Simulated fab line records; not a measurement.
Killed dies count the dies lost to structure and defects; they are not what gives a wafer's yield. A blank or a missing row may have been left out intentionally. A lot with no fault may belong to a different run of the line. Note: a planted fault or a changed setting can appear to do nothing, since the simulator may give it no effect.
Chamber matching ; flow n5-finfet ; 3 sister chambers for N5_BEOL_M4_PRE_CLEAN_60 on cvd-co-02
The step time 15 s. 3 wafers are shown with their chamber, then 12 later ones without.

EACH WAFER AND ITS CHAMBER
wafer;chamber;heater-power-w (W)
L086.3;1;93
L090.5;0;100
L090.6;2;61

WAFERS WHOSE CHAMBER IS MISSING
wafer;heater-power-w (W)
L092.1;63
L092.3;92
L092.4;102
L093.2;93
L093.4;100
L093.5;90
L095.2;63
L095.3;92
L095.5;101
L096.2;90
L096.4;102
L096.5;91

EACH ONE'S CHAMBER
wafer;from the rows above;in truth
L092.1;2;2
L092.3;1;1
L092.4;0;0
L093.2;1;1
L093.4;0;0
L093.5;1;1
L095.2;2;2
L095.3;1;1
L095.5;0;0
L096.2;1;1
L096.4;0;0
L096.5;1;1
Correctly placed: 12 of 12. Not placeable from these rows: 0. Placed wrongly: 0.
How it was worked out, from the rows above alone: a wafer's distance from a chamber is the root of the sum, over the readings, of the square of ((its reading less the chamber's mean) divided by the reading's scatter). The wafer belongs to the nearest chamber; if the next one is less than 2 further off, it can't be placed. The mean given for a chamber averages the wafers shown for that chamber. The scatter: root of mean squared gap, hidden wafer to nearest shown wafer, with one shown wafer a chamber.
